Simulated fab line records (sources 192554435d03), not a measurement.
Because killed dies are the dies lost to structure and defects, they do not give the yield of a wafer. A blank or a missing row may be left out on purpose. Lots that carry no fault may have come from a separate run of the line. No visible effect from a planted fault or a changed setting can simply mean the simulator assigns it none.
Chamber matching | flow n5-finfet | cvd-co-02 running N5_BEOL_M1_PRE_CLEAN_60: 3 sister chambers
The step time 15 s. 16 wafers are shown with their chamber, then 8 later ones without.

## EACH WAFER AND ITS CHAMBER
wafer  | chamber | heater-power-w (W)
L075.2 | 2       | 59
L075.4 | 2       | 58
L075.6 | 0       | 97
L077.1 | 2       | 59
L077.3 | 0       | 94
L077.6 | 2       | 58
L083.1 | 2       | 57
L083.2 | 0       | 96
L083.4 | 1       | 109
L084.1 | 2       | 60
L084.2 | 1       | 111
L084.6 | 1       | 111
L085.2 | 2       | 59
L085.3 | 1       | 110
L085.6 | 2       | 58
L090.1 | 2       | 58

SIGNATURES, as means of the wafers listed above
reading        | chamber 0 | chamber 1 | chamber 2 | scatter within a chamber
heater-power-w | 95.67     | 110.25    | 58.44     | 1.02
Rule: for each reading, subtract the chamber's mean from the wafer's reading, divide by that reading's scatter and square the result; add these up over the readings and take the root, which gives the wafer's distance from the chamber. The wafer belongs to the nearest chamber; if the next one is less than 2 further off, it can't be placed. The scatter: take each reading less its chamber's mean, square it, sum over the shown wafers, divide by the number of wafers less the number of chambers, and take the root.

## WAFERS WHOSE CHAMBER IS MISSING
wafer  | heater-power-w (W)
L090.4 | 112
L090.5 | 98
L094.1 | 58
L094.2 | 96
L094.5 | 109
L097.2 | 58
L097.4 | 59
L097.5 | 113

## WHICH CHAMBER EACH ONE RAN IN
wafer  | from the rows above | in truth
L090.4 | 1                   | 1
L090.5 | 0                   | 0
L094.1 | 2                   | 2
L094.2 | 0                   | 0
L094.5 | 1                   | 1
L097.2 | 2                   | 2
L097.4 | 2                   | 2
L097.5 | 1                   | 1
Correct placement for 8 of the 8. Left unplaced by these rows: 0. Wrongly placed: 0.
